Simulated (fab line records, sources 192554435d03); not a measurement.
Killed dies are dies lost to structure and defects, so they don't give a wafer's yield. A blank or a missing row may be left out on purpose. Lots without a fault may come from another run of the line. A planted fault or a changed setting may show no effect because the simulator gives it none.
Problem report in the 8D (eight disciplines) form, filled by code | flow n5_finfet | the parts of the form that need people (team, actions taken, sign-off) are left out

1. THE PROBLEM
rf_fwd_power_W at N5_HKMG_FIN_ETCH_58 reads a mean of 1085.9 W on 6 wafers of 2 lots; wafers without a fault read 874.0 W with a standard deviation of 2.6. That is +81 standard deviations from the usual mean.
The step: etches SOC in N2/H2, target depth 215.8 nm, time 741 s.
First seen on wafer L606.3, day 7 23:18, on rie_diel-02. The record holds 24 wafers of 8 lots with a number at this step. Rule for "out", or "out of limits": more than 4 standard deviations from the usual mean. The other wafers with a number count as sound.

2. WHAT IT IS AND WHAT IT IS NOT
question                    | is                       | is not
which readings at this step | rf_fwd_power_W, rf_vpp_V | showerhead_plenum_p_Torr, throttle_valve_pct
which lots                  | L606, L611               | L592, L596, L599, L600, L604, L613
which wafers of those lots  | all that have a number   | -
read on which tools         | rie_diel-02              | rie_diel-01
when                        | from day 7 23:18         | up to then (15 sound wafers); but 3 sound wafers of L613 came after

3. SUSPECTS, AND WHAT RULES EACH OUT
Counting: a tool at a process step up to the reading stays a suspect if it ran every lot that is out and no sound lot after the first of them.
- rie_diel-03 at N5_SDB_STRIP_21 (strips in CF4): kept. It ran every lot that is out, first L606 (day 7 17:20), and no sound lot after that; its last sound lot up to then is L599 (day 6 00:18).
- rie_diel-03 at N5_SDB_HM_OPEN_20 (chemistry CH3F/O2, target SiNx, stops on poly-Si, target depth 24 nm): kept. It ran every lot that is out, first L606 (day 7 17:22), and no sound lot after that; its last sound lot up to then is L599 (day 6 00:19).
- rie_diel-06 at N5_DUMMY_REMOVAL_STRIP_10 (strips in N2/H2, time 40 s): kept. It ran every lot that is out, first L606 (day 7 21:16), and no sound lot after that; its last sound lot up to then is L604 (day 7 11:08).
- rie_diel-02 at N5_HKMG_FIN_ETCH_58 (etches SOC in N2/H2, target depth 215.8 nm, time 741 s): kept. It ran every lot that is out, first L606 (day 7 23:18), and no sound lot after that; its last sound lot up to then is L604 (day 7 12:59). Its own readings are out on those wafers: rf_fwd_power_W, rf_vpp_V.
Left after counting: rie_diel-03 at N5_SDB_STRIP_21, rie_diel-03 at N5_SDB_HM_OPEN_20, rie_diel-06 at N5_DUMMY_REMOVAL_STRIP_10, rie_diel-02 at N5_HKMG_FIN_ETCH_58.

4. THE CAUSE (what the simulator had put in)
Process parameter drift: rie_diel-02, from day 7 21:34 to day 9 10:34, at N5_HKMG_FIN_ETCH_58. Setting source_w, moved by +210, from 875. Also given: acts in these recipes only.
Counting left 4 suspects, and this tool is among them.

5. THE CHAIN OF EFFECTS, in route order
Each row: a reading whose mean over the struck wafers that have a number lies more than 3 standard deviations from the usual. Only readings for which the record gives a usual standard deviation are gone through. hours: the time from each lot's start at the first step in this table that gives one to its start at this step, as a median over the lots. sigmas: the change in usual standard deviations.
hours | step                | reading        | usual   | on struck wafers | change | sigmas
0     | N5_HKMG_FIN_ETCH_58 | rf_fwd_power_W | 874.0 W | 1085.9           | +211.9 | +81
0     | N5_HKMG_FIN_ETCH_58 | rf_vpp_V       | 99.2 V  | 91.6             | -7.6   | -9.4
The process steps in it:
- N5_HKMG_FIN_ETCH_58: etches SOC in N2/H2, target depth 215.8 nm, time 741 s.
Later measuring or inspecting steps at which every struck wafer that the step has a row for has a number for every such reading, and none has moved that far: N5_BEOL_M4_RC_MEAS_101.

6. WHAT WOULD HAVE CAUGHT IT SOONER
In this record the first reading out of limits was taken at day 7 23:18, 2 hours after the fault began at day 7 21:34.
